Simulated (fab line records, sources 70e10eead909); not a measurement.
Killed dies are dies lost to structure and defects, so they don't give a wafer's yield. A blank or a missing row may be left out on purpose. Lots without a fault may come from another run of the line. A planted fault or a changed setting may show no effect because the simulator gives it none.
fab line records | flow nand_harc
record lots=11 wafers=33 last_day=34
route steps=1302 shown THIN_TSV@1262 END@1302
lots that met no fault: from a run of the same line without faults
start_h: hours from the record's first day to the start of the lot's first wafer shown | wait_h: hours since the lot's step before | " the same as in the row above | L1.1+2: a row that stands for several wafers | - no value, or no start given | * or withheld: withheld | < > ~ a bound
route shown NAME@n: a module of which the file shows steps, and the number in the route of the first | usual: mean/standard deviation of fault-free wafers | same: alike in all rows | chamber/n: place in a boat | sites: the reading at each site | _std_site: their standard deviation | _edge_site: outer sites' mean less inner sites' | radius_mm: how far each site lies from the wafer's centre | mask NAME#n: copy n | behind: the tool/chamber that last shaped the wafer | hold: why the lot was held/for how many hours/how that ended | device: the transistor (n, p or np) that didn't switch | end of line: the same wafers' tests at the end of the route | a step without rows: its recipe alone | killed: dies lost to structure and defects at the first sort, not the wafer's yield | map: a wafer's dies, x killed, . not, _ none there
set.NAME: the setting as run; set.NAME@STEP: as run at that earlier step | model.NAME: the simulator's own value behind a step, which no gauge read
steps of the route over a sample of lots; a table a step, a row a wafer
services: from which hour (start_h, from the record's first day; less than 0 if before it) a tool's chamber was out of use, for how many hours, and why
## steps
# step NHARC_THIN_TSV_ETCH_44
# recipe target_depth_a=15942 time_s=797.1 cf4_flow_sccm=150 o2_flow_sccm=10 ar_flow_sccm=0 rf_w=300 bias_w=800 chemistry=CF4/O2
# usual bias_w=800.0/2.3 cf4_flow_sccm=150.1/0.41 drypump_motor_current_A=5.8/0.47 oes_product_au=1.002/0.008 rf_vpp_V=793/4.7 showerhead_plenum_p_Torr=1.81/0.075 throttle_valve_pct=16.915/0.0095
# columns lot.wafer tool chamber start_h wait_h bias_w cf4_flow_sccm drypump_motor_current_A oes_product_au rf_hours_counter_h rf_vpp_V showerhead_plenum_p_Torr throttle_valve_pct
L723.1 rie_diel-03 2 550.63 0.1 800.9 151.3 5.2 0.989 6.3 792 1.80 16.930
L723.3 " 3 " " 802.8 149.3 5.4 1.006 6.2 791 1.77 16.915
L723.2 " 1 " " 797.9 150.1 6.1 0.999 6.5 802 1.94 16.906
L724.2 rie_diel-09 3 551.80 0.1 801.1 150.4 5.6 1.003 2.7 797 1.89 16.897
L724.1 " 1 " " 801.2 150.4 5.7 1.004 3.3 795 1.86 16.914
L724.4 " 2 " " 797.6 149.8 5.2 1.004 2.7 790 1.75 16.933
L725.3 rie_diel-03 3 560.98 0.3 801.2 149.4 5.5 1.012 - 790 1.77 16.907
L725.5 " 3 " " 802.6 150.0 5.5 1.005 - 790 1.77 16.914
L725.6 " 2 " " 799.1 149.6 5.3 0.995 - 792 1.80 16.918
L726.2 rie_diel-03 2 570.07 0.1 801.8 150.2 5.2 1.006 8.5 794 1.80 16.932
L726.1 " 3 " " 797.3 149.7 5.4 1.015 8.4 790 1.77 16.914
L726.3 " 2 " " 801.1 149.6 5.2 1.004 - 794 1.80 16.918
L728.4 rie_diel-08 2 604.61 0.1 796.6 150.1 5.7 1.006 2.3 792 1.79 16.908
L728.5 " 1 " " 800.1 150.2 6.7 1.001 - 788 1.74 16.908
L728.6 " 2 " " 801.1 150.5 5.6 1.004 - 792 1.79 16.906
L733.2 rie_diel-08 0 641.27 0.2 801.1 150.1 6.3 1.010 3.6 790 1.74 16.905
L733.4 " 1 " " 801.0 149.9 6.8 1.003 3.9 788 1.74 16.909
L733.6 " 3 " " 806.8 150.3 5.6 1.003 - 800 1.93 16.921
L732.4 rie_diel-08 0 642.54 0.1 800.3 150.5 6.3 1.000 3.8 788 1.74 16.926
L732.2 " 2 " " 799.8 149.3 5.6 1.009 4.5 793 1.79 16.928
L732.5 " 3 " " 796.7 150.1 5.6 0.999 - 801 1.93 16.905
L743.3 rie_diel-08 3 748.01 0.1 802.0 150.0 5.6 1.000 1.0 801 1.93 16.897
L743.4 " 3 " " 800.3 149.6 5.5 1.005 - 801 1.93 16.921
L743.5 " 1 " " 797.8 149.3 6.8 1.018 - 790 1.74 16.922
L744.1 rie_diel-09 2 765.17 0.1 800.8 150.7 5.3 1.004 4.7 789 1.75 16.914
L744.4 " 0 " " 800.6 150.0 6.0 1.002 3.5 788 1.72 16.899
L744.5 " 1 " " 802.1 150.1 5.7 1.001 - 797 1.85 16.911
L745.3 rie_diel-08 3 774.81 0.1 794.9 150.2 5.6 1.012 2.2 801 1.93 16.899
L745.4 " 0 " " 806.2 150.2 6.3 0.999 2.0 789 1.74 16.898
L745.5 " 3 " " 799.3 150.6 5.6 1.014 - 799 1.93 16.927
L746.1 rie_diel-03 3 787.63 0.2 796.8 150.6 5.4 0.991 9.4 789 1.77 16.925
L746.5 " 0 " " 799.7 149.3 6.4 1.009 - 788 1.73 16.925
L746.4 " 1 " " 800.1 151.0 6.1 1.008 - 801 1.94 16.907
# step NHARC_THIN_TSV_ETCHBACK_48
# recipe target_depth_a=10285 over_etch_frac=0.3 time_s=405.17 ion_energy_ev=250 c4f8_flow_sccm=withheld ar_flow_sccm=withheld rf_w=600 bias_w=300 chemistry=C4F8/Ar
# usual bias_w=300.0/0.88 oes_product_au=0.95/0.033 rf_vpp_V=546/3.4
# columns lot.wafer tool chamber start_h wait_h bias_w oes_product_au rf_hours_counter_h rf_vpp_V
L723.1 rie_diel-03 1 552.77 - 302.8 0.92 7 551
L723.3 " 2 " " 299.9 0.93 7 546
L723.2 " 3 " " 299.6 0.93 7 543
L724.2 rie_diel-09 3 553.79 - 300.5 0.98 3 549
L724.1 " 1 " " 299.7 0.96 3 549
L724.4 " 2 " " 299.5 0.95 3 543
L725.3 rie_diel-09 3 563.19 - 298.1 0.93 3 550
L725.6 " 0 " " 299.9 0.92 - 544
L725.5 " 1 " " 299.3 0.92 - 546
L726.1 rie_diel-09 3 572.39 - 299.9 0.93 4 549
L726.3 " 0 " " 300.4 0.92 4 543
L726.2 " 1 " " 300.0 0.93 4 547
L728.4 rie_diel-09 0 606.79 0.4 300.8 0.92 6 541
L728.5 " 1 " " 300.3 0.93 - 548
L728.6 " 2 " " 299.8 0.94 - 544
L733.2 rie_diel-09 3 643.19 - 301.5 1.00 6 550
L733.4 " 0 " " 299.0 0.92 8 542
L733.6 " 3 " " 300.6 1.00 - 549
L732.2 rie_diel-03 0 644.51 - 300.5 0.99 0 543
L732.4 " 1 " " 299.9 1.00 0 551
L732.5 " 0 " " 300.4 1.00 - 542
L743.3 rie_diel-09 0 750.15 - 299.7 0.92 3 542
L743.4 " 1 " " 299.0 0.92 4 549
L743.5 " 3 " " 300.9 0.92 - 549
L744.4 rie_diel-03 0 767.10 - 299.5 0.92 9 543
L744.1 " 1 " " 299.8 0.93 8 554
L744.5 " 0 " " 299.2 0.93 - 543
L745.3 rie_diel-08 1 777.29 0.3 299.3 0.98 2 542
L745.4 " 2 " " 299.5 0.96 2 546
L745.5 " 0 " " 300.6 0.97 - 542
L746.4 rie_diel-08 1 789.58 - 299.4 1.00 2 543
L746.1 " 2 " " 300.6 0.99 2 546
L746.5 " 1 " " 299.1 1.00 - 543
# step NHARC_THIN_TSV_PVD_19
# recipe target_thk_a=200 chamber_pressure_pa=5 material=TaN
# usual throttle_valve_pct=30.0/1.2
# columns lot.wafer tool chamber start_h wait_h throttle_valve_pct
L723.1 pvd_sputter-01 - - - 31.8
L723.2 " - " " 32.3
L723.3 " - " " 29.7
L724.2 pvd_sputter-03 - - - 29.4
L724.1 " - " " 30.0
L724.4 " - " " 29.1
L725.3 pvd_sputter-02 - - - 30.5
L725.5 " - " " 31.6
L725.6 " - " " 27.6
L726.1 pvd_sputter-01 - - - 32.3
L726.3 " - " " 31.7
L726.2 " - " " 29.3
L728.4 pvd_sputter-03 - - - 29.3
L728.5 " - " " 31.6
L728.6 " - " " 29.3
L733.2 pvd_sputter-03 - - - 30.0
L733.4 " - " " 29.5
L733.6 " - " " 30.1
L732.2 pvd_sputter-01 - - - 31.3
L732.4 " - " " 28.8
L732.5 " - " " 29.1
L743.3 pvd_sputter-03 - - - 29.8
L743.4 " - " " 30.3
L743.5 " - " " 28.6
L744.1 pvd_sputter-03 - - - 28.8
L744.4 " - " " 29.8
L744.5 " - " " 30.2
L745.4 pvd_sputter-02 - - - 29.9
L745.3 " - " " 27.5
L745.5 " - " " 30.0
L746.4 pvd_sputter-01 - - - 28.9
L746.1 " - " " 31.8
L746.5 " - " " 29.0
# step NHARC_THIN_TSV_STRIP_57
# recipe time_s=1200 temp_c=72.5 chemistry=post_etch_residue_remover
# usual bath_guard_temp_C=72.7/0.53 bath_heat_duty_pct=14.9/1.8
# columns lot.wafer tool chamber start_h wait_h bath_guard_temp_C bath_heat_duty_pct
L723.2 wet_bench-10 7 557.51 0.3 73.4 13.0
L723.1 " 2 " " 72.5 13.2
L723.3 " 3 " " 72.4 16.1
L724.1 wet_bench-10 7 558.48 0.3 73.3 12.9
L724.2 " 0 " " 72.4 14.2
L724.4 " 2 " " 72.5 14.4
L725.6 wet_bench-10 3 567.61 0.1 72.5 17.8
L725.5 " 6 " " 73.5 16.0
L725.3 " 7 " " 73.4 11.3
L726.1 wet_bench-10 1 577.08 0.3 72.8 14.0
L726.3 " 2 " " 72.4 14.4
L726.2 " 5 " " 72.5 13.7
L728.4 wet_bench-10 0 611.44 0.2 72.6 14.1
L728.6 " 1 " " 73.0 14.4
L728.5 " 3 " " 72.6 15.9
L733.4 wet_bench-10 1 647.72 0.2 - -
L733.2 " 2 " " - -
L733.6 " 4 " " - -
L732.4 wet_bench-10 7 649.16 0.2 - -
L732.5 " 1 " " - -
L732.2 " 2 " " - -
L743.4 wet_bench-10 4 754.87 0.2 71.9 14.7
L743.5 " 5 " " 72.6 14.1
L743.3 " 6 " " 73.3 15.0
L744.4 wet_bench-10 5 771.79 0.2 72.8 12.8
L744.1 " 6 " " 73.3 14.7
L744.5 " 2 " " 72.6 14.2
L745.3 wet_bench-08 0 781.85 0.2 71.9 13.8
L745.4 " 2 " " 71.8 18.4
L745.5 " 4 " " 73.5 14.3
L746.4 wet_bench-10 0 794.13 0.2 72.2 14.6
L746.1 " 3 " " 72.2 15.5
L746.5 " 5 " " 72.5 13.2
# step NHARC_END_SORT_01
# recipe temp_c=25
# usual defect_limited_yield=91.6/2.6 killed_at_array=52/17 killed_at_other=0.8/1.1 killed_at_periphery=3.2/2.2 killed_dies=57/17 killed_open=3.4/1.8 killed_short=2.4/1.6 sort_bin_2_pct=2.9/1.1 sort_bin_3_pct=0.6/0.38 sort_bin_4_pct=4.8/1.5 sort_n_pass=620/17 sort_rim_yield_pct=92/4.9 sort_yield_pct=91.6/2.6
# same gross_dies=677 sort_bin_5_pct[%]=0 sort_bin_6_pct[%]=0 sort_bin_7_pct[%]=0 sort_bin_8_pct[%]=0 sort_rim_n_gross=106.00
# columns lot.wafer tool chamber start_h wait_h defect_limited_yield[%] killed_at_array killed_at_other killed_at_periphery killed_dies killed_open killed_short sort_bin_2_pct[%] sort_bin_3_pct[%] sort_bin_4_pct[%] sort_n_pass sort_rim_yield_pct[%] sort_yield_pct[%]
L723.1 prober-02 0 565.60 2.5 88.0 74 2 5 81 4 6 4.0 0.9 7.1 596 97 88.0
L723.2 prober-02 0 566.41 2.8 91.0 54 3 4 61 5 1 4.3 0.3 4.4 616 84 91.0
L723.3 prober-02 0 567.21 3.1 90.5 57 0 7 64 3 1 4.0 0.7 4.7 613 83 90.5
L725.3 prober-01 0 577.30 3.1 96.2 21 1 4 26 0 3 1.2 0 2.7 651 97 96.2
L725.5 prober-01 0 578.90 3.7 96.8 20 0 2 22 4 2 1.5 0 1.8 655 95 96.8
L725.6 prober-01 0 579.69 4.0 96.2 22 0 4 26 1 2 1.5 0 2.4 651 98 96.2
L728.4 prober-01 0 621.86 3.4 92.2 49 0 4 53 2 2 3.0 0.7 4.1 624 95 92.2
L728.5 prober-01 0 622.66 3.7 95.0 34 0 0 34 3 1 1.9 0.4 2.7 643 91 95.0
L728.6 prober-01 0 623.46 4.0 92.8 46 0 3 49 5 1 2.8 0.1 4.3 628 99 92.8
L732.2 prober-01 0 656.51 2.8 89.2 72 1 0 73 2 0 4.0 0.1 6.6 604 90 89.2
L732.4 prober-01 0 658.11 3.4 88.3 76 1 2 79 4 2 4.0 1.0 6.6 598 93 88.3
L732.5 prober-01 0 658.90 3.7 88.9 72 2 1 75 6 2 4.1 0.3 6.6 602 98 88.9
# killed by level:class
L723.1 A_CHANNEL_HOLE_D1:chamber_film_flake=36 A_SLIT:chamber_film_flake=21 A_STAIRCASE:chamber_film_flake=3 A_CHANNEL_FILL_D1:geometric_particle:short=2 A_CHANNEL_FILL_D2:geometric_particle:short=2 P_M1:chamber_film_flake=2 A_CHANNEL_HOLE_D2:chamber_film_flake=2 A_CONTACT:chamber_film_flake=2
L723.2 A_CHANNEL_HOLE_D1:chamber_film_flake=25 A_SLIT:chamber_film_flake=12 A_CHANNEL_HOLE_D2:chamber_film_flake=4 A_CONTACT:chamber_film_flake=3 THIN_TSV:chamber_film_flake=3 P_M1:chamber_film_flake=2 A_STAIRCASE:chamber_film_flake=2 P_CONTACT:geometric_particle:open=1
L723.3 A_CHANNEL_HOLE_D1:chamber_film_flake=25 A_SLIT:chamber_film_flake=18 P_M1:chamber_film_flake=4 A_CHANNEL_HOLE_D2:chamber_film_flake=4 A_ZERO_WELL:chamber_film_flake=3 A_CONTACT:chamber_film_flake=3 P_M0:geometric_particle:open=1 A_CHANNEL_FILL_D2:geometric_particle:short=1
L725.3 A_CONTACT:chamber_film_flake=7 A_STAIRCASE:chamber_film_flake=4 A_DECK1_JOINT:chamber_film_flake=3 A_CHANNEL_HOLE_D2:chamber_film_flake=2 P_M0:geometric_particle:short=1 A_DECK1_JOINT:geometric_particle:short=1 A_SGD_CUT:geometric_particle:short=1 P_ZERO_WELL:chamber_film_flake=1
L725.5 A_CHANNEL_HOLE_D2:chamber_film_flake=7 A_DECK1_JOINT:chamber_film_flake=3 A_STAIRCASE:chamber_film_flake=3 P_M0:geometric_particle:open=2 A_WL_FILL:geometric_particle:short=2 A_CHANNEL_HOLE_D1:geometric_particle:open=1 A_CONTACT:geometric_particle:open=1 A_CHANNEL_HOLE_D1:chamber_film_flake=1
L725.6 A_CHANNEL_HOLE_D2:chamber_film_flake=7 A_STAIRCASE:chamber_film_flake=4 A_CONTACT:chamber_film_flake=3 P_STI:chamber_film_flake=2 A_CHANNEL_HOLE_D1:chamber_film_flake=2 A_CHANNEL_FILL_D1:geometric_particle:open=1 A_DECK1_JOINT:geometric_particle:short=1 A_ONON_D2:geometric_particle:short=1
L728.4 A_SLIT:chamber_film_flake=33 A_CHANNEL_HOLE_D2:chamber_film_flake=8 A_WL_FILL:geometric_particle:short=2 P_M2:chamber_film_flake=2 A_CHANNEL_HOLE_D1:chamber_film_flake=2 P_M1:geometric_particle:open=1 A_SGD_CUT:geometric_particle:open=1 P_GATE:chamber_film_flake=1
L728.5 A_SLIT:chamber_film_flake=20 A_CHANNEL_HOLE_D2:chamber_film_flake=9 A_CHANNEL_FILL_D2:geometric_particle:short=1 A_SGD_CUT:geometric_particle:open=1 A_WL_FILL:geometric_particle:open=1 A_M0:geometric_particle:open=1 A_CHANNEL_HOLE_D1:chamber_film_flake=1
L728.6 A_SLIT:chamber_film_flake=26 A_CHANNEL_HOLE_D2:chamber_film_flake=9 A_ONON_D1:geometric_particle:open=3 P_M2:chamber_film_flake=2 A_CHANNEL_HOLE_D1:chamber_film_flake=2 A_CHANNEL_HOLE_D2:geometric_particle:open=1 A_WL_FILL:geometric_particle:short=1 A_BLC:geometric_particle:open=1
L732.2 A_CHANNEL_HOLE_D1:chamber_film_flake=35 A_SLIT:chamber_film_flake=22 A_ZERO_WELL:chamber_film_flake=4 A_CONTACT:chamber_film_flake=3 A_STAIRCASE:chamber_film_flake=3 A_ONON_D2:geometric_particle:open=2 A_CHANNEL_FILL_D2:chamber_film_flake=2 A_DECK1_JOINT:chamber_film_flake=1
L732.4 A_SLIT:chamber_film_flake=32 A_CHANNEL_HOLE_D1:chamber_film_flake=22 A_ZERO_WELL:chamber_film_flake=4 A_CHANNEL_FILL_D2:chamber_film_flake=4 A_CONTACT:chamber_film_flake=3 A_DECK1_JOINT:chamber_film_flake=2 P_GATE:geometric_particle:open=1 A_ONON_D1:geometric_particle:open=1
L732.5 A_SLIT:chamber_film_flake=29 A_CHANNEL_HOLE_D1:chamber_film_flake=27 A_ZERO_WELL:chamber_film_flake=4 A_CHANNEL_FILL_D1:geometric_particle:open=2 THIN_TSV:chamber_film_flake=2 A_STAIRCASE:chamber_film_flake=2 P_M0:geometric_particle:open=1 A_ONON_D1:geometric_particle:short=1
## services
# columns tool chamber start_h hours kind
pvd_sputter-03 - 526.91 10.0 pm
rie_diel-03 0 544.35 56.4 repair
rie_diel-08 - 544.80 9.0 pm
rie_diel-03 1 557.67 12.7 repair
pvd_sputter-01 - 582.00 10.0 pm
rie_diel-09 0 588.70 1.8 repair
pvd_sputter-01 - 600.61 2.0 repair
rie_diel-03 3 608.23 2.0 repair
rie_diel-09 3 614.44 9.0 repair
rie_diel-08 - 621.11 0.8 repair
rie_diel-09 3 624.71 9.7 repair
rie_diel-03 - 635.34 9.0 pm
pvd_sputter-03 - 652.81 2.8 repair
wet_bench-10 - 663.20 8.0 pm
rie_diel-09 - 674.75 9.0 pm
pvd_sputter-01 - 689.95 1.1 repair
pvd_sputter-03 - 704.91 10.0 pm
rie_diel-08 3 721.14 6.3 repair
rie_diel-03 0 721.44 2.9 repair
rie_diel-08 - 721.95 9.0 pm
rie_diel-08 2 746.65 2.6 repair
pvd_sputter-01 - 747.56 12.3 repair
rie_diel-03 1 779.82 4.1 repair
rie_diel-09 1 788.04 8.4 repair
## key
first_sign step=NHARC_THIN_TSV_STRIP_57 reading=tool_record direction=missing
effect none on later readings
met_at NHARC_THIN_TSV_STRIP_57
struck_lots L732,L733
not_acting_at NHARC_THIN_TSV_ETCH_44,NHARC_THIN_TSV_ETCHBACK_48,NHARC_THIN_TSV_PVD_19
onset_between 611.44 647.72
fault kind=skipped_step_whole tool=wet_bench-10 chamber=- onset_h=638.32 steps=NHARC_THIN_TSV_STRIP_57 scope=struck_lots_only
